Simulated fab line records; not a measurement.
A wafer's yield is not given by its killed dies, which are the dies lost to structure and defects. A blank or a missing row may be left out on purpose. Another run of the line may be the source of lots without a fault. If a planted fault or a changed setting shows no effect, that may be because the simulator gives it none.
Which tool was responsible? ; flow n5_finfet ; 9 lots, 27 wafers sampled, at 5 steps of a route of 1938

WHAT EACH GAUGE READ, for each wafer
N5_BEOL_M4_RC_MEAS_101. Usual: DIBL_N 35.8 mV/V, standard deviation 1.8; DIBL_P 35.6 mV/V, standard deviation 2; IOFF_N 0.148 nA/um, standard deviation 0.028; IOFF_P 0.20 nA/um, standard deviation 0.034; IOFF_P_85C 3.5 nA/um, standard deviation 0.49; IOFF_P_LIN 0.096 nA/um, standard deviation 0.014; IOFF_P_LONG 0.000107 nA/um, standard deviation 9.6e-06; ION_N 672 uA/um, standard deviation 12; ION_P 462 uA/um, standard deviation 8.5; SS_N 71.2 mV/dec, standard deviation 0.65; SS_P 73.1 mV/dec, standard deviation 0.67; VT_N 251 mV, standard deviation 3.3; VT_N_LONG 274.5 mV, standard deviation 2.4; VT_N_LVT 100 mV, standard deviation 3.3; VT_P -251 mV, standard deviation 3.8; VT_P_LONG -275 mV, standard deviation 3.6; VT_P_LVT -100 mV, standard deviation 3.3.
lot;measured;on;DIBL_N (mV/V);DIBL_P (mV/V);IOFF_N (nA/um);IOFF_P (nA/um);IOFF_P_85C (nA/um);IOFF_P_LIN (nA/um);IOFF_P_LONG (nA/um);ION_N (uA/um);ION_P (uA/um);SS_N (mV/dec);SS_P (mV/dec);VT_N (mV);VT_N_LONG (mV);VT_N_LVT (mV);VT_P (mV);VT_P_LONG (mV);VT_P_LVT (mV);flag
L205;day 8 02:58;prober-01;37.7 36.9 36.8;38.6 36.7 37.4;0.156 0.151 0.145;0.22 0.20 0.21;3.9 3.6 3.8;0.105 0.100 0.104;0.000101 0.000109 0.0001;647 672 674;451 461 464;72.1 70.9 70.4;73.9 72.5 73.5;252 252 250;274.4 275.6 274.4;101 99 100;-247 -248 -248;-276 -275 -275;-98 -98 -98;
L208;day 9 07:14;prober-01;36.3 35.4 36.7;37.7 38.2 37.9;0.161 0.152 0.165;0.19 0.20 0.19;3.3 3.4 3.4;0.092 0.094 0.092;9.8e-05 9.7e-05 9.7e-05;686 674 671;464 463 461;71.5 71.5 71.0;72.9 72.6 73.1;250 252 250;274.2 275.7 276.5;97 98 98;-256 -254 -256;-278 -279 -279;-101 -101 -102;
L209;day 9 04:34;prober-01;37.6 37.9 36.8;36.9 37.5 35.5;0.169 0.162 0.147;0.20 0.22 0.18;3.4 3.7 3.1;0.093 0.100 0.088;0.000102 0.000106 0.000108;693 684 675;465 461 462;71.9 71.7 71.4;73.8 74.0 72.9;245 247 251;272.7 271.5 272.8;95 97 99;-252 -249 -254;-276 -277 -276;-99 -98 -100;
L212;day 9 12:13;prober-01;33.9 36.2 36.4;31.6 35.5 35.4;0.107 0.157 0.153;0.17 0.23 0.22;3.1 3.9 3.8;0.088 0.108 0.106;0.000115 0.000119 0.000115;652 682 667;459 474 462;70.5 71.4 71.6;72.6 73.2 73.1;255 250 250;275.9 271.6 274.2;105 99 100;-251 -246 -247;-274 -271 -273;-100 -97 -98;
L214;day 10 05:30;prober-01;37.8 34.7 33.4;37.2 34.1 32.1;0.143 0.094 0.084;0.11 0.09 0.08;2.2 1.8 1.6;0.053 0.047 0.041;6.7e-05 6.6e-05 7.1e-05;660 641 646;427 425 422;71.8 71.2 70.1;74.4 73.5 72.7;259 262 262;284.7 285.2 282.8;107 114 116;-272 -271 -274;-298 -298 -294;-121 -125 -127;OFF
L218;day 11 04:51;prober-01;34.7 34.4 34.0;35.1 34.5 34.9;0.113 0.114 0.108;0.11 0.11 0.12;2.2 2.2 2.2;0.056 0.056 0.057;8.1e-05 8.1e-05 8.5e-05;657 656 657;437 444 435;71.5 71.1 70.3;73.3 73.4 72.9;258 259 256;281.7 277.6 281.2;108 108 107;-266 -269 -269;-287 -293 -288;-116 -115 -115;OFF
L224;day 12 19:14;prober-02;36.4 39.3 37.4;33.2 36.0 35.8;0.145 0.208 0.170;0.16 0.19 0.20;2.9 3.4 3.4;0.081 0.092 0.094;9.9e-05 9.9e-05 0.000101;671 659 685;454 443 459;71.8 72.7 71.3;73.0 73.9 73.8;253 249 249;276.3 278.2 276.2;98 95 95;-257 -253 -250;-279 -282 -280;-103 -100 -100;
L225;day 13 02:19;prober-01;38.6 37.8 38.0;41.2 39.5 39.9;0.200 0.181 0.183;0.27 0.24 0.25;4.4 4.0 4.3;0.118 0.107 0.114;0.000105 0.0001 0.000105;678 684 682;464 462 472;72.5 71.2 72.0;74.2 73.9 74.1;245 247 250;273.8 273.1 272.8;96 95 96;-247 -249 -247;-273 -272 -275;-97 -99 -97;
L227;day 13 22:43;prober-02;34.5 35.1 35.3;34.1 35.6 35.2;0.145 0.163 0.164;0.19 0.21 0.21;3.4 3.7 3.6;0.098 0.107 0.104;0.000107 0.000109 0.000109;673 687 692;471 470 469;70.7 70.5 70.9;72.4 72.9 72.9;249 246 247;272.6 270.6 274.1;99 97 97;-249 -247 -247;-271 -273 -274;-99 -97 -99;

WHICH TOOL RAN EACH LOT (tool, then ch and the chambers of the sampled wafers, then the start)
lot;N5_HKMG_FIN_HK_ANNEAL_02;N5_HKMG_FIN_STRIP_93;N5_HKMG_FIN_ALD_79;N5_HKMG_FIN_PWFM_ALD_03
L205;rtp_anneal-01 ch 0, day 4 10:50;rie_diel-03 ch 0,2, day 4 12:25;ald_metal-03 ch 0,1,3, day 4 13:03;ald_metal-02 ch 1,3, day 4 14:08
L208;rtp_anneal-02 ch 0, day 5 00:25;rie_diel-05 ch 0,2,3, day 5 02:13;ald_metal-03 ch 0,3, day 5 02:54;ald_metal-01 ch 1,3, day 5 04:07
L209;rtp_anneal-02 ch 0, day 5 07:54;rie_diel-03 ch 0,1,2, day 5 09:27;ald_metal-03 ch 2,3, day 5 10:06;ald_metal-03 ch 0,2, day 5 11:10
L212;rtp_anneal-01 ch 0, day 6 01:08;rie_diel-03 ch 0,2,3, day 6 02:42;ald_metal-03 ch 1,3, day 6 03:20;ald_metal-01 ch 2,3, day 6 04:25
L214;rtp_anneal-02 ch 0, day 6 12:46;rie_diel-03 ch 0,2,3, day 6 15:07;ald_metal-03 ch 0,1,2, day 6 15:46;ald_metal-02 ch 0,1,2, day 6 16:52
L218;rtp_anneal-01 ch 0, day 7 12:19;rie_diel-03 ch 0,2,3, day 7 13:52;ald_metal-03 ch 1,2, day 7 14:31;ald_metal-03 ch 0,1,3, day 7 15:35
L224;rtp_anneal-01 ch 0, day 9 03:37;rie_diel-06 ch 0,1,3, day 9 05:01;ald_metal-01 ch 1,2, day 9 05:39;ald_metal-03 ch 0,1, day 9 07:02
L225;rtp_anneal-01 ch 0, day 9 04:56;rie_diel-05 ch 2,3, day 9 06:33;ald_metal-02 ch 0,1,2, day 9 07:11;ald_metal-03 ch 1,2,3, day 9 08:16
L227;rtp_anneal-01 ch 0, day 9 16:13;rie_diel-03 ch 1,2,3, day 9 17:53;ald_metal-02 ch 0,1,2, day 9 18:32;ald_metal-02 ch 0,1, day 9 19:45
- N5_HKMG_FIN_HK_ANNEAL_02: time 30 s.
- N5_HKMG_FIN_STRIP_93: strips SOC in N2/H2, time 20 s.
- N5_HKMG_FIN_ALD_79: deposits TiN, target thk 1.5 nm, pulse time 1 s, purge time 3 s.
- N5_HKMG_FIN_PWFM_ALD_03: deposits TiN, target thk 2 nm, pulse time 1 s, purge time 3 s.

WHAT THE TOOLS THEMSELVES READ (means of the sampled wafers that have a number; where no wafer has one, the mark that the record gives instead)
N5_HKMG_FIN_HK_ANNEAL_02. Usual: lamp_power_pct 8.80 %, standard deviation 0.056; lamp_zone_4_pct 8.794 %, standard deviation 0.01; lamp_zone_6_pct 8.726 %, standard deviation 0.012; wafer_temp_C_max 702.9, standard deviation 0.73.
lot;tool;lamp_power_pct (%);lamp_zone_4_pct (%);lamp_zone_6_pct (%);wafer_temp_C_max;flag
L205;rtp_anneal-01;8.80;8.797;8.726;702.7;
L208;rtp_anneal-02;8.81;8.798;8.726;702.1;
L209;rtp_anneal-02;8.82;8.782;8.728;703.0;
L212;rtp_anneal-01;8.79;8.792;8.729;701.9;
L214;rtp_anneal-02;8.76;8.786;8.722;703.6;
L218;rtp_anneal-01;8.82;8.796;8.734;703.0;
L224;rtp_anneal-01;8.85;8.797;8.718;702.8;
L225;rtp_anneal-01;8.73;8.804;8.723;702.5;
L227;rtp_anneal-01;8.88;8.796;8.721;702.6;

N5_HKMG_FIN_STRIP_93. Usual: drypump_motor_current_A 5.7 A, standard deviation 0.42; h2_flow_sccm 299.9 sccm, standard deviation 0.93; oes_product_au 0.79 a.u., standard deviation 0.092; rf_vpp_V 54.0 V, standard deviation 0.86; showerhead_plenum_p_Torr 3.32 Torr, standard deviation 0.094; throttle_valve_pct 18.9 %, standard deviation 0.36.
lot;tool;drypump_motor_current_A (A);h2_flow_sccm (sccm);oes_product_au (a.u.);rf_vpp_V (V);showerhead_plenum_p_Torr (Torr);throttle_valve_pct (%);flag
L205;rie_diel-03;6.2;299.4;0.81;53.7;3.25;19.0;
L208;rie_diel-05;5.5;300.1;0.74;54.0;3.38;19.0;
L209;rie_diel-03;5.9;300.6;0.76;53.6;3.32;19.2;
L212;rie_diel-03;5.9;300.4;0.85;53.7;3.26;18.9;
L214;rie_diel-03;6.0;299.2;0.84;53.5;3.26;18.9;
L218;rie_diel-03;5.9;300.2;0.82;53.5;3.26;19.0;
L224;rie_diel-06;5.6;300.1;0.72;54.2;3.33;18.8;
L225;rie_diel-05;5.4;299.7;0.84;54.1;3.35;19.0;
L227;rie_diel-03;5.7;300.5;0.85;54.8;3.31;19.2;

N5_HKMG_FIN_ALD_79. Usual: heater_power_w 882 W, standard deviation 76; precursor_pulse_height_rel 1.002, standard deviation 0.021.
lot;tool;heater_power_w (W);precursor_pulse_height_rel;flag
L205;ald_metal-03;915;0.984;
L208;ald_metal-03;908;0.985;
L209;ald_metal-03;929;0.998;
L212;ald_metal-03;912;1.004;
L214;ald_metal-03;942;1.003;
L218;ald_metal-03;938;0.995;
L224;ald_metal-01;806;0.982;
L225;ald_metal-02;853;1.016;
L227;ald_metal-02;849;1.001;

N5_HKMG_FIN_PWFM_ALD_03. Usual: heater_power_w 882 W, standard deviation 83; precursor_pulse_height_rel 0.999, standard deviation 0.018.
lot;tool;heater_power_w (W);precursor_pulse_height_rel;flag
L205;ald_metal-02;811;0.987;
L208;ald_metal-01;791;0.999;
L209;ald_metal-03;969;0.988;
L212;ald_metal-01;742;0.997;
L214;ald_metal-02;854;1.005;
L218;ald_metal-03;910;0.981;
L224;ald_metal-03;931;0.999;
L225;ald_metal-03;940;1.005;
L227;ald_metal-02;867;0.992;

THE ANSWER, worked out from the rows above alone
Rule: a lot counts as off when the mean over its wafers that have a number is more than 3 standard deviations away from the usual mean. A lot without any number at a reading at which 4 lots or more have one is off too. All remaining lots with rows at the step are treated as sound. The gauges are gone through in route order, then the tools' own readings, and for those a lot's mean is taken as printed above. The first step at which some lot is off is used, and at that step the reading that is off furthest; a lot without a number counts as furthest.
Off: L214, L218, seen at N5_BEOL_M4_RC_MEAS_101 (VT_P_LVT).
A tool fits if, at a process step before that reading, it ran every lot that is off, and no sound lot after the first of them. The gauges at N5_BEOL_M4_RC_MEAS_101 are tried like those tools. One fits: ald_metal-03 at N5_HKMG_FIN_ALD_79. A fault onset in the window from L212 (day 6 03:20, its last sound lot) to L214 (day 6 15:46, its first lot off) fits.

WHAT HAD BEEN PUT IN BY THE SIMULATOR
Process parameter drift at N5_HKMG_FIN_ALD_79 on ald_metal-03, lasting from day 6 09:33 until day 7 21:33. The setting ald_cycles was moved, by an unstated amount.
Shown lots that were struck: L214, L218. The rule above reached the same finding.
